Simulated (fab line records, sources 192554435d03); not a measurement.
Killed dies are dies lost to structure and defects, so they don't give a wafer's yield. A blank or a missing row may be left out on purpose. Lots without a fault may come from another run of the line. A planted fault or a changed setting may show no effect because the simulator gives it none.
Chamber matching | flow n5_finfet | N5_FIN_SAQP_ETCH_64 on rie_si-04: 4 sister chambers
The step etches SiO2 in CF4, target depth 1.5 nm. 14 wafers are shown with their chamber, then 7 later ones without.

WAFERS WITH THEIR CHAMBER
wafer  | chamber | throttle_valve_pct (%) | drypump_motor_current_A (A) | oes_product_au (a.u.)
L075.1 | 0       | 21.55                  | 6.4                         | 0.988
L075.3 | 2       | 21.27                  | 6.0                         | 1.015
L075.6 | 2       | 21.28                  | 6.0                         | 1.015
L076.2 | 1       | 21.85                  | 5.0                         | 0.987
L076.3 | 2       | 21.29                  | 6.0                         | 1.020
L076.5 | 3       | 21.91                  | 4.9                         | 0.999
L081.2 | 0       | 21.55                  | 6.4                         | 0.976
L081.4 | 3       | 21.92                  | 4.8                         | 0.990
L081.6 | 1       | 21.85                  | 4.9                         | 0.986
L087.3 | 0       | 21.55                  | 6.4                         | 0.982
L087.4 | 1       | 21.85                  | 4.9                         | 0.987
L087.5 | 0       | 21.55                  | 6.4                         | 0.984
L094.3 | 2       | 21.29                  | 6.0                         | 1.024
L094.4 | 1       | 21.82                  | 4.9                         | 0.990

SIGNATURES (means of the wafers above)
reading                 | chamber 0 | chamber 1 | chamber 2 | chamber 3 | scatter within a chamber
throttle_valve_pct      | 21.5500   | 21.8425   | 21.2825   | 21.9150   | 0.01
drypump_motor_current_A | 6.400     | 4.925     | 6.000     | 4.850     | 0.0354
oes_product_au          | 0.98250   | 0.98750   | 1.01850   | 0.99450   | 0.00426
Rule: a wafer's distance from a chamber is the root of the sum, over the readings, of the square of ((its reading less the chamber's mean) divided by the reading's scatter). The wafer belongs to the nearest chamber; if the next one is less than 2 further off, it can't be placed. The scatter: the root of (the sum of the squares of (reading less its chamber's mean) over the shown wafers, divided by (wafers less chambers)).

WAFERS WITHOUT THEIR CHAMBER
wafer  | throttle_valve_pct (%) | drypump_motor_current_A (A) | oes_product_au (a.u.)
L094.5 | 21.54                  | 6.4                         | 0.991
L095.1 | 21.91                  | 4.9                         | 0.993
L095.3 | 21.27                  | 6.0                         | 1.006
L095.4 | 21.27                  | 6.0                         | 1.011
L096.1 | 21.56                  | 6.4                         | 0.995
L096.3 | 21.29                  | 6.0                         | 1.021
L096.4 | 21.91                  | 4.9                         | 0.992

WHICH CHAMBER EACH WENT THROUGH
wafer  | from the rows above | in truth
L094.5 | 0                   | 0
L095.1 | 3                   | 3
L095.3 | 2                   | 2
L095.4 | 2                   | 2
L096.1 | 0                   | 0
L096.3 | 2                   | 2
L096.4 | 3                   | 3
Placed correctly: 7 of 7. Can't be placed from these rows: 0. Placed wrongly: 0.
